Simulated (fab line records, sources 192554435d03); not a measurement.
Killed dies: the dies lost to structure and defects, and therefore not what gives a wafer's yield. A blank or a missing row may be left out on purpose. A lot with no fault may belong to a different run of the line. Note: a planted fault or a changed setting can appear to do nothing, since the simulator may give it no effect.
fab line records | flow n5Finfet
record: lots: 6 wafers: 18 lastDay: 17
route steps=1938 shown BEOL_M14@1754 PASSIVATION@1936
lots that met no fault: taken from a fault-free run of the same line
startH: hours from the record's opening day to when the first of the lot's shown wafers began | waitH: how many hours have passed since the lot's step before this one | " same as the row above | L1.1+2: a single row standing in for several wafers | - either no value or no given start | * or withheld: withheld | < > ~ a bound
route shown NAME@n: names a module that has steps shown in the file, with the first one's number in the route | usual: mean and standard deviation over wafers with no fault | same: alike in all rows | chamber/n: place in a boat | sites: the reading at each site | _std_site: standard deviation across them | _edge_site: the outer-site mean with the inner-site mean subtracted | radiusMm: for every site, how far away it sits from the centre of the wafer | mask NAME#n: copy n | behind: the last tool/chamber to shape the wafer | hold: what put the lot on hold/how long, in hours/how the hold closed | device: which transistor (n, p or np) failed to switch | end of line: at the end of the route, the tests of the same wafers | a step given without rows: its recipe and nothing more | killed: dies that structure and defects cost at the first sort, which is not the same as the wafer's yield | map: the dies of a wafer, with x for killed, . for not killed, _ for no die there
set.NAME: setting as actually run; set.NAME@STEP: the setting as run at that earlier step | model.NAME: the simulator's own value behind a step, which no gauge read
lots seen at some steps along the route; tables by step, rows by wafer
services: when a tool's chamber went out of use (startH, in hours from the record's first day, below 0 if earlier), for how many hours, and the reason
== steps ==
step: N5_BEOL_M14_STRIP_70
recipe: chemistry: C4F8/O2/Ar resist: SiARC rfFrequencyHz: 6e+07
step: N5_BEOL_M14_OCD_MEAS_35
usual: trenchDepthNm: 556/15
columns lot.wafer tool chamber startH waitH trenchDepthNm
L617.2 ocd-02 - 242.94 0.0 580
L617.3 " - " " 573
L617.5 " - " " 587
L629.3 ocd-02 - 312.01 0.0 574
L629.5 " - " " 563
L629.6 " - " " 569
L631.1 ocd-01 - 318.78 0.0 541
L631.2 " - " " 552
L631.6 " - " " 547
L632.3 ocd-02 - 327.39 0.0 582
L632.4 " - " " 565
L632.5 " - " " 567
L640.3 ocd-01 - 378.19 0.0 527
L640.4 " - " " 543
L640.6 " - " " 520
L638.2 ocd-02 - 382.33 0.0 520
L638.3 " - " " 546
L638.5 " - " " 546
step: N5_BEOL_M14_STRIP_37
recipe: chemistry: O2 powerW: 600 tempC: 60 pressureMtorr: 30 rfFrequencyHz: 6e+07 biasPowerW: 0 overashFraction: 0.3 o2FlowSccm: 225
usual: drypumpMotorCurrentA: 5.6/0.49 oesProductAu: 0.79/0.088 rfVppV: 3.7/0.9 showerheadPlenumPTorr: 2.10/0.085 throttleValvePct: 16.69/0.24
columns lot.wafer tool chamber startH waitH drypumpMotorCurrentA oesProductAu rfHoursCounterH rfVppV showerheadPlenumPTorr throttleValvePct
L617.2 rieDiel-05 1 244.04 1.1 5.1 0.84 65 4.3 2.02 16.46
L617.3 " 0 " " 5.9 0.74 145 3.2 2.19 16.95
L617.5 " 1 " " 5.1 0.84 - 4.9 2.02 16.46
L629.3 rieDiel-04 3 312.24 0.2 5.0 0.73 176 4.2 2.08 16.87
L629.5 " 2 " " 6.3 0.80 - 5.0 2.04 16.92
L629.6 " 3 " " 5.0 0.74 - 4.9 2.08 16.86
L631.1 rieDiel-05 3 323.40 4.6 6.4 0.91 26 3.7 2.23 16.38
L631.2 " 1 " " 5.1 0.82 93 3.8 2.01 16.51
L631.6 " 0 " " 5.9 0.73 - 6.4 2.18 17.01
L632.3 rieDiel-04 0 330.44 3.0 5.7 0.96 - 4.1 2.13 16.31
L632.4 " 1 " " 5.8 0.71 - 3.5 1.97 16.66
L632.5 " 0 " " 5.7 0.96 - 3.3 2.13 16.31
L640.3 rieDiel-06 3 378.72 0.5 4.9 0.83 75 4.5 2.22 16.68
L640.4 " 1 " " 5.6 0.67 254 5.3 2.06 17.13
L640.6 " 1 " " 5.6 0.67 - 3.8 2.06 17.13
L638.2 rieDiel-05 0 382.40 0.1 5.9 0.71 191 2.2 2.17 17.06
L638.3 " 1 " " 5.1 0.80 109 3.4 2.01 16.57
L638.5 " 0 " " 5.9 0.71 - 4.5 2.17 17.05
step: N5_BEOL_M14_ETCH_38
recipe: chemistry: CF4/N2 target: SiCN targetDepthA: 1065 taperDeg: 2 timeS: 120.6 ionEnergyEv: 150 maskMaterial: SiO2 pressureMtorr: 40 sourceW: 430 biasW: 70 Ar_flow_sccm: 100 cf4FlowSccm: 60 n2FlowSccm: 60
step: N5_BEOL_M14_PRECLEAN_39
recipe: chemistry: residueRemover timeS: 60 tempC: 40
step: N5_BEOL_M14_SRD_40
recipe: timeS: 30 tempC: 23 rinseLiquid: diw dry: n2Spin spinRpm: 1500 dryTimeS: 30
step: N5_BEOL_M14_DEGAS_41
recipe: ambient: vacuum tempC: 300 timeS: 60
usual: heaterPowerW: 462/35
columns lot.wafer tool chamber startH waitH heaterPowerW
L617.2 pvdSputter-02 - 244.52 0.2 458
L617.3 " - " " 503
L617.5 " - " " 447
L629.3 pvdSputter-02 - 314.21 1.6 490
L629.5 " - " " 443
L629.6 " - " " 507
L631.1 pvdSputter-02 - 323.66 0.0 504
L631.2 " - " " 444
L631.6 " - " " 504
L632.3 pvdSputter-03 - 330.91 0.2 389
L632.4 " - " " 453
L632.5 " - " " 458
L640.3 pvdSputter-02 - 379.26 0.3 497
L640.4 " - " " 440
L640.6 " - " " 449
L638.2 pvdSputter-02 - 383.48 0.8 506
L638.3 " - " " 495
L638.5 " - " " 442
step: N5_BEOL_M14_PRE_CLEAN_42
recipe: gas: H2/He timeS: 30 tempC: 300
step: N5_BEOL_M14_SPUTTER_43
recipe: material: TaN targetThkA: 150 tempC: 50 biasV: 168.6 powerW: 15000 chamberPressurePa: 0.12 timeS: 24.19
step: N5_BEOL_M14_SPUTTER_44
recipe: material: Ta targetThkA: 150 tempC: 50 biasV: 80 powerW: 15000 chamberPressurePa: 0.07 timeS: 24.19
usual: throttleValvePct: 29.8/0.92
columns lot.wafer tool chamber startH waitH throttleValvePct
L617.2 pvdSputter-02 - 244.68 0.0 29.1
L617.3 " - " " 30.3
L617.5 " - " " 29.3
L629.3 pvdSputter-02 - 314.37 0.0 29.7
L629.5 " - " " 29.4
L629.6 " - " " 30.4
L631.1 pvdSputter-02 - 323.82 0.0 30.2
L631.2 " - " " 29.0
L631.6 " - " " 31.1
L632.3 pvdSputter-03 - 331.07 0.0 29.5
L632.4 " - " " 28.8
L632.5 " - " " 29.1
L640.3 pvdSputter-02 - 379.42 0.0 30.5
L640.4 " - " " 29.1
L640.6 " - " " 29.1
L638.2 pvdSputter-02 - 383.64 0.0 30.6
L638.3 " - " " 31.0
L638.5 " - " " 29.4
step: N5_BEOL_M14_SPUTTER_45
recipe: material: Cu targetThkA: 1000 tempC: -20 biasV: 60 powerW: 26000 chamberPressurePa: 0.13 timeS: 16.67
usual: chuckGasFlowSccm: 1.26/0.05 throttleValvePct: 29.8/0.95
columns lot.wafer tool chamber startH waitH chuckGasFlowSccm throttleValvePct
L617.2 pvdSputter-02 - 244.76 0.0 1.26 29.1
L617.3 " - " " 1.29 30.3
L617.5 " - " " 1.22 29.4
L629.3 pvdSputter-02 - 314.45 0.0 1.24 29.8
L629.5 " - " " 1.26 29.5
L629.6 " - " " 1.31 30.3
L631.1 pvdSputter-02 - 323.90 0.0 1.18 30.2
L631.2 " - " " 1.35 29.2
L631.6 " - " " 1.25 31.4
L632.3 pvdSputter-03 - 331.15 0.0 1.26 29.5
L632.4 " - " " 1.33 29.1
L632.5 " - " " 1.23 29.1
L640.3 pvdSputter-02 - 379.50 0.0 1.35 30.4
L640.4 " - " " 1.24 29.4
L640.6 " - " " 1.24 29.5
L638.2 pvdSputter-02 - 383.72 0.0 1.23 30.4
L638.3 " - " " 1.22 31.3
L638.5 " - " " 1.20 29.4
step: N5_BEOL_M14_ECD_47
recipe: material: Cu targetThkA: 12480
step: N5_BEOL_M14_ANNEAL_48
recipe: tempC: 225 timeS: 90 ambient: N2
usual: annealTempC: 225.02/0.19 annealTempCMax: 226.1/0.39 wafer_temp_C_max: 226.13/0.26
columns lot.wafer tool chamber startH waitH annealTempC annealTempCMax wafer_temp_C_max
L617.2 rtpAnneal-02 0 245.15 0.2 225.20 226.5 226.26
L617.3 " 0 " " 225.11 226.3 225.95
L617.5 " 0 " " 225.17 226.6 226.30
L629.3 rtpAnneal-01 0 314.84 0.2 224.88 225.4 226.24
L629.5 " 0 " " 225.00 225.8 226.09
L629.6 " 0 " " 225.22 225.9 225.97
L631.1 rtpAnneal-02 - 324.67 0.6 - - -
L631.2 " - " " - - -
L631.6 " - " " - - -
L632.3 rtpAnneal-02 - 331.94 0.5 - - -
L632.4 " - " " - - -
L632.5 " - " " - - -
L640.3 rtpAnneal-02 0 380.66 0.7 225.13 226.8 225.70
L640.4 " 0 " " 224.83 226.7 226.43
L640.6 " 0 " " 225.15 226.7 226.38
L638.2 rtpAnneal-01 0 384.08 0.2 225.12 226.1 226.31
L638.3 " 0 " " 224.77 225.4 226.51
L638.5 " 0 " " 224.90 225.6 226.14
step: N5_BEOL_M14_CMP_49
recipe: stopOn: SiO2 tOverpolishS: 5.2 downForcePsi: 2 platenRpm: 80 clearingPlatenDownForcePsi: 2 clearingPlatenRpm: 80 postCmpClean: cuAlkaline targetThkNm: 560 clearingPlatenPadVelocityMS: 1.5917 padVelocityMS: 1.5917
usual: barrierFieldEndpointS: 11.39/0.26 edgeZonePressureFrac: 1.001/0.0052 motorCurrentA: 8.4/1.1 overpolishRunS: 5.201/0.0098 timeToEndpointS: 122/4.2
same: tOverpolishS: 5.2
columns lot.wafer tool chamber startH waitH barrierFieldEndpointS edgeZonePressureFrac motorCurrentA overpolishRunS timeToEndpointS
L617.2 cmp-04 3 245.48 0.3 11.17 0.999 7.8 5.221 122
L617.3 " 0 " " 11.29 1.002 8.2 5.191 119
L617.5 " 2 " " 11.09 0.999 10.1 5.180 121
L629.3 cmp-01 2 315.09 0.2 11.51 0.999 7.9 5.216 123
L629.5 " 1 " " 11.49 1.000 6.6 5.195 122
L629.6 " 2 " " 11.76 1.003 8.4 5.198 129
L631.1 cmp-02 2 325.01 0.3 11.24 1.007 7.8 5.208 117
L631.2 " 0 " " 11.12 0.995 9.5 5.204 119
L631.6 " 1 " " 11.52 1.002 8.4 5.198 121
L632.3 cmp-04 3 332.14 0.2 11.46 0.994 7.5 5.175 128
L632.4 " 2 " " 11.52 0.996 10.0 5.207 127
L632.5 " 0 " " 11.07 1.000 7.6 5.197 121
L640.3 cmp-04 3 380.95 0.3 11.46 1.004 7.7 5.210 126
L640.4 " 0 " " 11.78 0.993 8.0 5.200 128
L640.6 " 2 " " 11.68 1.003 10.7 5.203 127
L638.2 cmp-04 2 384.37 0.2 11.35 0.994 10.1 5.208 125
L638.3 " 0 " " 11.28 1.007 8.1 5.198 121
L638.5 " 2 " " 11.35 0.999 9.7 5.205 125
step: N5_PASSIVATION_PROBE_49
usual: defectLimitedYield: 91.3/1.5 killed_at_M0_to_M3: 35/10 killed_at_M4_up: 12/4.6 killedAtContacts: 13/6.6 killedAtFrontEnd: 39/11 killedAtOther: 4/3.4 killedDies: 103/17 killedOpen: 67/13 killedShort: 35/8.2 sort_bin_5_function: 5.1/0.94 sort_bin_6_memory: 3.2/0.7 sort_bin_8_speed: 0.00/0.03 sortNPass: 1077/17 sortYieldPct: 91.3/1.5
same: grossDies: 1180 killedAtBackSide: 0 sort_bin_4_leakage[%]: 0
columns lot.wafer tool chamber startH waitH defectLimitedYield[%] killed_at_M0_to_M3 killed_at_M4_up killedAtContacts killedAtFrontEnd killedAtOther killedDies killedOpen killedShort sort_bin_5_function[%] sort_bin_6_memory[%] sort_bin_8_speed[%] sortNPass sortYieldPct[%]
L617.2 prober-02 - 270.68 0.1 91.3 28 16 6 51 2 103 62 40 5.3 3.1 0 1077 91.3
L617.3 prober-02 - 270.73 0.1 93.2 25 12 9 31 3 80 46 31 4.3 2.1 0 1100 93.2
L617.5 prober-02 - 270.83 0.2 89.0 44 20 10 51 5 130 71 54 5.7 4.6 0 1050 89.0
L629.3 prober-01 - 337.60 0.1 92.5 34 11 2 39 3 89 59 29 4.7 2.5 0 1091 92.5
L629.5 prober-01 - 337.70 0.2 89.9 53 13 2 46 5 119 83 35 5.5 4.2 0 1061 89.9
L629.6 prober-01 - 337.75 0.3 89.8 57 8 11 43 1 120 77 40 5.4 4.3 0 1060 89.8
L631.1 prober-02 - 347.07 0.0 90.1 50 17 10 39 1 117 77 39 6.2 3.3 0 1063 90.1
L631.2 prober-02 - 347.12 0.1 91.1 36 9 13 47 0 105 74 29 5.8 2.7 0 1075 91.1
L631.6 prober-02 - 347.32 0.3 90.9 26 19 13 46 3 107 66 40 5.3 3.3 0 1073 90.9
L632.3 prober-02 - 352.80 0.1 92.3 27 4 15 38 7 91 58 33 5.0 2.3 0 1089 92.3
L632.4 prober-02 - 352.85 0.2 91.7 37 10 11 32 8 98 59 39 5.3 2.5 0 1082 91.7
L632.5 prober-02 - 352.90 0.2 92.4 34 7 12 29 8 90 57 33 4.7 2.7 0.08 1089 92.3
L640.3 prober-02 - 404.47 0.1 91.4 30 11 17 40 4 102 60 38 5.2 2.9 0 1078 91.4
L640.4 prober-02 - 404.52 0.2 92.0 34 10 14 32 4 94 61 32 4.4 3.1 0 1086 92.0
L640.6 prober-02 - 404.62 0.3 90.2 43 10 15 28 20 116 73 41 5.1 4.2 0 1064 90.2
L638.2 prober-02 - 406.16 0.1 93.3 40 10 2 25 2 79 48 31 3.6 3.1 0 1101 93.3
L638.3 prober-02 - 406.21 0.1 93.4 23 11 3 41 0 78 46 32 4.4 1.8 0 1102 93.4
L638.5 prober-02 - 406.31 0.2 92.0 38 11 5 40 0 94 61 33 4.9 2.7 0 1086 92.0
killed by level:class
L617.2 DUMMY_GATE:geometricParticle:open=9 FIN_SAQP:geometricParticle:short=7 BEOL_M0_SAQP:geometricParticle:short=7 BEOL_M4:geometricParticle:open=7 STI_FIN_REVEAL:geometricParticle:open=6 MOL_CONTACT_COAG:geometricParticle:open=6 BEOL_M0_SAQP:geometricParticle:open=5 BEOL_M1:geometricParticle:open=5
L617.3 BEOL_M0_SAQP:geometricParticle:short=10 DUMMY_GATE:geometricParticle:open=6 MOL_CONTACT_COAG:geometricParticle:short=6 GATE_CUT:geometricParticle:short=5 FIN_SAQP:geometricParticle:open=4 BEOL_M0_SAQP:geometricParticle:open=4 GATE_CUT:geometricParticle:open=4 BEOL_M3:geometricParticle:open=4
L617.5 BEOL_M4:geometricParticle:open=16 FIN_SAQP:geometricParticle:short=9 BEOL_M0_SAQP:geometricParticle:open=9 BEOL_M0_SAQP:geometricParticle:short=8 FIN_SAQP:geometricParticle:open=7 BEOL_M1:geometricParticle:open=7 DUMMY_GATE:geometricParticle:open=6 BEOL_M0:geometricParticle:short=6
L629.3 STI_FIN_REVEAL:geometricParticle:open=18 BEOL_M3:geometricParticle:open=8 BEOL_M0_SAQP:geometricParticle:short=7 BEOL_M0_SAQP:geometricParticle:open=6 BEOL_M1:geometricParticle:open=6 FIN_SAQP:geometricParticle:short=5 STI_FIN_REVEAL:geometricParticle:short=4 BEOL_M4:geometricParticle:open=4
L629.5 FIN_SAQP:geometricParticle:open=16 BEOL_M0_SAQP:geometricParticle:open=13 BEOL_M0_SAQP:geometricParticle:short=11 BEOL_M3:geometricParticle:open=10 BEOL_M4:geometricParticle:open=7 STI_FIN_REVEAL:geometricParticle:open=6 BEOL_M0:geometricParticle:open=5 FIN_SAQP:geometricParticle:short=4
L629.6 BEOL_M1:geometricParticle:open=23 STI_FIN_REVEAL:geometricParticle:open=17 FIN_SAQP:geometricParticle:short=9 MOL_CONTACT_COAG:geometricParticle:open=8 BEOL_M2:geometricParticle:open=8 STI_FIN_REVEAL:geometricParticle:short=6 BEOL_M0_SAQP:geometricParticle:open=5 BEOL_M3:geometricParticle:short=4
L631.1 BEOL_M2:geometricParticle:open=12 BEOL_M0_SAQP:geometricParticle:short=12 BEOL_M0_SAQP:geometricParticle:open=9 FIN_SAQP:geometricParticle:open=8 MOL_CONTACT_COAG:geometricParticle:open=8 FIN_SAQP:geometricParticle:short=6 DUMMY_GATE:geometricParticle:open=6 BEOL_M1:geometricParticle:open=5
L631.2 BEOL_M2:geometricParticle:open=13 STI_FIN_REVEAL:geometricParticle:open=11 MOL_CONTACT_COAG:geometricParticle:open=11 FIN_SAQP:geometricParticle:short=8 BEOL_M3:geometricParticle:open=7 FIN_SAQP:geometricParticle:open=6 BEOL_M0_SAQP:geometricParticle:open=5 BEOL_M0_SAQP:geometricParticle:short=4
L631.6 FIN_SAQP:geometricParticle:short=12 STI_FIN_REVEAL:geometricParticle:open=8 MOL_CONTACT_COAG:geometricParticle:open=8 FIN_SAQP:geometricParticle:open=7 FIN_CUT:geometricParticle:open=6 BEOL_M5:geometricParticle:open=6 MOL_CONTACT_COAG:geometricParticle:short=5 BEOL_M0_SAQP:geometricParticle:short=5
L632.3 FIN_SAQP:geometricParticle:short=15 MOL_CONTACT_COAG:geometricParticle:open=14 FIN_SAQP:geometricParticle:open=9 BEOL_M2:geometricParticle:open=9 DUMMY_GATE:geometricParticle:open=6 BEOL_M0_SAQP:geometricParticle:short=5 MIM_TOP_ETCH:geometricParticle:open=4 BEOL_M2:geometricParticle:short=4
L632.4 MOL_CONTACT_COAG:geometricParticle:open=8 GATE_CUT:geometricParticle:short=7 BEOL_M3:geometricParticle:open=7 BEOL_M0_SAQP:geometricParticle:short=6 DUMMY_GATE:geometricParticle:open=5 GATE_CUT:geometricParticle:open=5 BEOL_M0_SAQP:geometricParticle:open=5 BEOL_M1:geometricParticle:short=5
L632.5 MOL_CONTACT_COAG:geometricParticle:open=11 BEOL_M3:geometricParticle:open=7 BEOL_M2:geometricParticle:open=7 BEOL_M0_SAQP:geometricParticle:short=6 FIN_SAQP:geometricParticle:short=5 BEOL_M1:geometricParticle:open=5 STARTING-WAFER:geometricParticle:short=5 MIM_TOP_ETCH:geometricParticle:open=5
L640.3 FIN_SAQP:geometricParticle:open=14 MOL_CONTACT_COAG:geometricParticle:open=14 BEOL_M0_SAQP:geometricParticle:short=9 BEOL_M3:geometricParticle:open=7 GATE_CUT:geometricParticle:short=6 FIN_SAQP:geometricParticle:short=5 BEOL_M4:geometricParticle:open=5 HKMG_FIN:areaEtch=4
L640.4 FIN_SAQP:geometricParticle:open=13 MOL_CONTACT_COAG:geometricParticle:open=12 FIN_SAQP:geometricParticle:short=8 BEOL_M1:geometricParticle:open=8 BEOL_M0_SAQP:geometricParticle:open=7 BEOL_M2:geometricParticle:open=5 BEOL_M0_SAQP:geometricParticle:short=4 GATE_CUT:geometricParticle:short=3
L640.6 BEOL_M2:geometricParticle:open=15 MOL_CONTACT_COAG:geometricParticle:open=11 BEOL_M1:geometricParticle:open=8 STI_FIN_REVEAL:geometricParticle:open=6 BEOL_M0_SAQP:geometricParticle:short=6 MIM_TOP_ETCH:geometricParticle:short=6 MIM_TOP_ETCH:geometricParticle:open=6 FIN_SAQP:geometricParticle:short=5
L638.2 BEOL_M0_SAQP:geometricParticle:open=13 BEOL_M1:geometricParticle:open=10 FIN_SAQP:geometricParticle:short=6 BEOL_M0_SAQP:geometricParticle:short=6 BEOL_M3:geometricParticle:open=6 BEOL_M4:geometricParticle:open=6 GATE_CUT:geometricParticle:short=4 STARTING-WAFER:geometricParticle:short=4
L638.3 FIN_SAQP:geometricParticle:short=15 FIN_SAQP:geometricParticle:open=8 BEOL_M1:geometricParticle:open=6 BEOL_M2:geometricParticle:open=6 BEOL_M0_SAQP:geometricParticle:open=4 STI_FIN_REVEAL:geometricParticle:open=3 DUMMY_GATE:geometricParticle:open=3 SPACER0:geometricParticle:open=3
L638.5 FIN_SAQP:geometricParticle:open=12 BEOL_M0_SAQP:geometricParticle:open=11 BEOL_M0_SAQP:geometricParticle:short=8 BEOL_M3:geometricParticle:open=7 STARTING-WAFER:geometricParticle:short=6 FIN_SAQP:geometricParticle:short=5 MOL_CONTACT_COAG:geometricParticle:open=5 BEOL_M4:geometricParticle:open=4
== services ==
columns tool chamber startH hours kind
cmp-02 - 224.03 4.0 pm
rieDiel-04 0 224.29 7.6 repair
rieDiel-05 3 226.40 - clean
rieDiel-05 3 226.40 - consumableReplace:focusRing
rieDiel-05 3 226.40 - consumableReplace:showerhead
rieDiel-04 - 228.63 2.8 pm
cmp-04 - 233.49 3.8 repair
cmp-02 - 235.30 2.8 repair
rieDiel-06 3 258.82 2.4 repair
cmp-02 - 286.37 0.2 repair
cmp-04 - 299.99 1.2 repair
pvdSputter-02 - 316.01 7.5 repair
rieDiel-04 3 323.85 12.5 repair
rieDiel-04 2 328.65 1.8 repair
rieDiel-06 1 330.77 13.6 repair
pvdSputter-03 - 341.29 2.4 repair
pvdSputter-03 - 345.62 20.9 repair
rieDiel-05 - 352.93 2.8 pm
pvdSputter-02 - 358.07 3.6 repair
cmp-01 - 365.37 4.0 pm
rieDiel-05 - 366.99 4.3 pm
cmp-04 - 371.11 4.0 pm
cmp-04 - 375.11 - consumableReplace:conditioner
cmp-04 - 375.11 - consumableReplace:pad
== key ==
firstSign: step: N5_BEOL_M14_ANNEAL_48 reading: toolRecord direction: missing
effect none on later readings
metAt N5_BEOL_M14_ANNEAL_48
struckWafers L631.1,L631.2,L631.6,L632.3,L632.4,L632.5
onsetBetween 245.15 324.67
fault: kind: skippedStepWhole tool: rtpAnneal-02 chamber: - onsetH: 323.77 steps: N5_BEOL_M14_ANNEAL_48 scope: struckLotsOnly
